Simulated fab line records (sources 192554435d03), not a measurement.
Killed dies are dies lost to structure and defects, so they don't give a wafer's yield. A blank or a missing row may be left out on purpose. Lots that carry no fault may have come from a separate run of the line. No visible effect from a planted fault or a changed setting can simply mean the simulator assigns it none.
Which of the tools did it?	flow n5 finfet	9 lots with 27 wafers sampled at 7 steps, on a route of 1938 steps

## WHAT THE GAUGES READ, wafer by wafer
N5_BEOL_M4_CD_MEAS_11: target cd 16.79 nm. Usual: cd nm 16.77 nm, standard deviation 0.25.
lot	measured	on	cd nm (nm)	flag
L153	day 7 09:02	cd sem-03	16.96 16.67 16.84	
L156	day 8 20:31	cd sem-02	16.89 16.91 16.95	
L158	day 9 02:55	cd sem-03	16.64 16.31 16.25	
L162	day 9 08:56	cd sem-03	17.10 17.03 16.90	
L161	day 9 09:12	cd sem-02	16.77 16.43 16.55	
L169	day 11 15:09	cd sem-03	15.15 15.55 15.10	OFF
L172	day 12 16:20	cd sem-03	15.03 15.32 15.37	OFF
L173	day 13 07:38	cd sem-03	16.94 17.32 17.17	
L176	day 13 11:23	cd sem-01	16.60 16.54 16.59	

N5_BEOL_M4_CD_MEAS_18: pitch 36 nm, target cd 18 nm. Usual: cd nm 17.9 nm, standard deviation 0.35.
lot	measured	on	cd nm (nm)	flag
L153	day 7 09:56	cd sem-03	17.8 17.8 18.2	
L156	day 8 21:22	cd sem-02	17.9 18.0 17.6	
L158	day 9 04:05	cd sem-02	17.1 17.3 17.5	
L162	day 9 09:31	cd sem-01	18.0 17.8 18.2	
L161	day 9 09:46	cd sem-02	17.8 17.9 17.8	
L169	day 11 16:11	cd sem-01	16.3 16.8 16.9	OFF
L172	day 12 16:55	cd sem-01	16.5 15.9 16.8	OFF
L173	day 13 08:11	cd sem-03	18.5 18.0 19.0	
L176	day 13 12:08	cd sem-01	17.6 17.7 17.6	

N5_BEOL_M4_RC_MEAS_101. Usual: DIBL_N 35.9 mV/V, standard deviation 1.4; DIBL_P 35.9 mV/V, standard deviation 1.7; IOFF_N 0.160 nA/um, standard deviation 0.026; IOFF_P 0.21 nA/um, standard deviation 0.036; ION_N 672 uA/um, standard deviation 11; ION_P 461 uA/um, standard deviation 8.1; SS_N 71.4 mV/dec, standard deviation 0.54; SS_P 73.2 mV/dec, standard deviation 0.67; VT_N 249.3 mV, standard deviation 2.7; VT_P -250 mV, standard deviation 3.9.
lot	measured	on	DIBL_N (mV/V)	DIBL_P (mV/V)	IOFF_N (nA/um)	IOFF_P (nA/um)	ION_N (uA/um)	ION_P (uA/um)	SS_N (mV/dec)	SS_P (mV/dec)	VT_N (mV)	VT_P (mV)	flag
L153	day 7 17:38	prober-01	35.5 34.1 34.8	35.6 33.7 34.4	0.172 0.148 0.159	0.26 0.23 0.24	685 678 681	473 478 474	71.3 71.3 71.0	73.5 73.0 72.9	250.0 248.9 248.9	-243 -246 -244	
L156	day 9 04:48	prober-02	36.3 38.0 36.7	36.2 39.1 35.7	0.161 0.208 0.169	0.22 0.28 0.21	674 682 674	462 465 454	71.1 72.0 71.8	74.1 73.7 73.2	249.6 246.3 250.4	-247 -248 -247	
L158	day 9 14:31	prober-01	37.4 37.1 35.0	35.6 36.0 33.4	0.178 0.178 0.136	0.20 0.21 0.16	674 686 664	456 458 448	71.8 71.6 71.7	73.3 73.6 72.4	247.8 249.2 253.0	-255 -253 -255	
L162	day 10 05:20	prober-02	35.6 35.7 36.2	34.3 35.1 34.6	0.140 0.142 0.146	0.19 0.19 0.19	666 663 670	456 457 462	71.3 70.9 71.1	72.4 72.9 72.4	253.3 251.2 250.4	-252 -250 -250	
L161	day 10 06:41	prober-02	36.4 34.8 36.5	37.4 35.2 36.9	0.167 0.132 0.172	0.19 0.16 0.20	688 673 679	457 456 463	70.5 71.3 70.6	74.0 73.0 73.3	249.1 249.8 248.2	-254 -256 -251	
L173	day 13 21:21	prober-02	36.1 37.1 37.0	34.4 36.0 36.6	0.142 0.142 0.158	0.15 0.17 0.18	664 643 674	450 441 450	70.9 71.9 71.8	72.8 73.1 73.2	249.5 253.3 248.2	-258 -254 -255	
L176	day 14 04:16	prober-02	36.1 35.0 38.2	36.2 35.4 39.4	0.149 0.136 0.190	0.18 0.17 0.24	665 678 675	456 459 462	71.0 70.9 71.5	72.9 73.7 74.2	252.6 253.1 249.5	-253 -255 -248	

## WHAT TOOL EACH LOT RAN ON (gives the tool, then ch and the chambers of the sampled wafers, and finally the start)
lot	N5_BEOL_M3_SPUTTER_94	N5_BEOL_M3_ANNEAL_95	N5_BEOL_M3_CMP_52	N5_BEOL_M4_EXPOSE_08
L153	pvd sputter-02, day 7 06:18	pvd sputter-02, day 7 06:23	cmp-01 ch 0,1,2, day 7 07:04	euv scanner-01 ch 0, day 7 08:54
L156	pvd sputter-01, day 8 17:59	pvd sputter-01, day 8 18:04	cmp-02 ch 0,2,3, day 8 18:44	euv scanner-02 ch 0, day 8 20:23
L158	pvd sputter-03, day 9 00:50	pvd sputter-03, day 9 00:55	cmp-02 ch 0,1,3, day 9 01:32	euv scanner-02 ch 0, day 9 02:47
L162	pvd sputter-01, day 9 06:33	pvd sputter-01, day 9 06:38	cmp-02 ch 0,2,3, day 9 07:20	euv scanner-02 ch 0, day 9 08:49
L161	pvd sputter-03, day 9 06:42	pvd sputter-03, day 9 06:47	cmp-02 ch 0,2, day 9 07:46	euv scanner-01 ch 0, day 9 09:05
L169	pvd sputter-03, day 11 13:13	pvd sputter-03, day 11 13:18	cmp-01 ch 1,2,3, day 11 14:01	euv scanner-02 ch 0, day 11 15:01
L172	pvd sputter-03, day 12 13:58	pvd sputter-03, day 12 14:03	cmp-02 ch 0,1,2, day 12 14:43	euv scanner-02 ch 0, day 12 16:12
L173	pvd sputter-03, day 13 05:11	pvd sputter-03, day 13 05:16	cmp-02 ch 0,2,3, day 13 05:54	euv scanner-01 ch 0, day 13 07:29
L176	pvd sputter-03, day 13 08:45	pvd sputter-03, day 13 08:50	cmp-01 ch 2,3, day 13 09:35	euv scanner-01 ch 0, day 13 11:15
- N5_BEOL_M3_SPUTTER_94: material Cu, target thk 4.5 nm, time 8.29 s.
- N5_BEOL_M3_ANNEAL_95: time 240 s.
- N5_BEOL_M3_CMP_52: polishes, stops on SiOC, t overpolish 6.8 s, target thk 40 nm.
- N5_BEOL_M4_EXPOSE_08: exposes mask M4.

## WHAT THE TOOLS THEMSELVES READ (means of the sampled wafers that have a number; where no wafer has one, the mark that the record gives instead)
N5_BEOL_M3_SPUTTER_94. Usual: substrate temp c -20.00 C, standard deviation 0.096; throttle valve pct 30.0 %, standard deviation 1.5.
lot	tool	substrate temp c (C)	throttle valve pct (%)	flag
L153	pvd sputter-02	-20.02	29.8	
L156	pvd sputter-01	-19.99	29.6	
L158	pvd sputter-03	-20.07	29.3	
L162	pvd sputter-01	-20.07	30.1	
L161	pvd sputter-03	-20.06	31.2	
L169	pvd sputter-03	-20.00	29.2	
L172	pvd sputter-03	-20.01	29.3	
L173	pvd sputter-03	-20.03	28.1	
L176	pvd sputter-03	-20.03	30.0	

N5_BEOL_M3_ANNEAL_95. Usual: heater power w 794 W, standard deviation 81.
lot	tool	heater power w (W)	flag
L153	pvd sputter-02	933	
L156	pvd sputter-01	796	
L158	pvd sputter-03	821	
L162	pvd sputter-01	791	
L161	pvd sputter-03	808	
L169	pvd sputter-03	754	
L172	pvd sputter-03	772	
L173	pvd sputter-03	782	
L176	pvd sputter-03	799	

N5_BEOL_M3_CMP_52. Usual: barrier field endpoint s 24.8 s, standard deviation 0.62; edge zone pressure frac 0.999, standard deviation 0.0049; motor current A 6.2 A, standard deviation 0.67; overpolish run s 6.801 s, standard deviation 0.011; pad life wafers 1087, standard deviation 720; time to endpoint s 64 s, standard deviation 3.5.
lot	tool	barrier field endpoint s (s)	edge zone pressure frac	motor current A (A)	overpolish run s (s)	pad life wafers	time to endpoint s (s)	flag
L153	cmp-01	25.5	1.001	5.7	6.792	1664	70	
L156	cmp-02	24.5	1.005	6.9	6.813	1466	62	
L158	cmp-02	24.8	1.002	6.2	6.802	1525	64	
L162	cmp-02	24.6	0.999	6.8	6.791	1592	61	
L161	cmp-02	24.0	0.998	7.2	6.792	1604	59	
L169	cmp-01	24.0	1.002	5.5	6.794	482	63	
L172	cmp-02	24.7	1.000	6.6	6.797	218	65	
L173	cmp-02	25.2	0.998	6.8	6.806	343	64	
L176	cmp-01	24.6	0.997	5.6	6.807	816	63	

N5_BEOL_M4_EXPOSE_08. Usual: exposure dose mJ cm2 41.19, standard deviation 0.039; stage msd nm 0.85 nm, standard deviation 0.03.
lot	tool	exposure dose mJ cm2	stage msd nm (nm)	flag
L153	euv scanner-01	41.17	0.82	
L156	euv scanner-02	41.20	0.88	
L158	euv scanner-02	41.20	0.88	
L162	euv scanner-02	41.24	0.88	
L161	euv scanner-01	41.14	0.82	
L169	euv scanner-02	38.23	0.88	OFF
L172	euv scanner-02	38.82	0.88	OFF
L173	euv scanner-01	41.17	0.82	
L176	euv scanner-01	41.18	0.82	

## THE ANSWER, worked out from the rows above alone
Rule: a lot counts as off when the mean over its wafers that have a number is more than 3 standard deviations away from the usual mean. A lot without any number at a reading at which 4 lots or more have one is off too. All remaining lots with rows at the step are treated as sound. After the gauges, taken in route order, come the tools' own readings; for these a lot's mean is taken, as printed above. At the first step where some lot is off, the reading lying furthest off is the one used; lots without a number count as furthest.
Off: L169, L172, at N5_BEOL_M4_CD_MEAS_11 (cd nm).
A tool fits if, at a process step before that reading, it ran every lot that is off, and no sound lot after the first of them. Not tried: the gauges at N5_BEOL_M4_CD_MEAS_11; whatever is off there is also off at N5_BEOL_M4_CD_MEAS_18, on other tools, and gauge error can't account for it. One fits: N5_BEOL_M4_EXPOSE_08 on euv scanner-02. A fault onset in the window from L162 (day 9 08:49, its last sound lot) to L169 (day 11 15:01, its first lot off) fits.
The tool's own readings at N5_BEOL_M4_EXPOSE_08 bear it out: on the lots that are off they differ by more than 5 times the standard deviation of the sound lots' means. exposure dose mJ cm2 reads 38.52 there against 41.19 on the sound lots.

## WHAT THE SIMULATOR HAD INSERTED
Process parameters drifting: euv scanner-02 at N5_BEOL_M4_EXPOSE_08, beginning at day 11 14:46. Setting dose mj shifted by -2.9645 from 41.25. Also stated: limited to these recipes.
Struck lots among those shown: L169, L172. This agrees with what the rule above found.
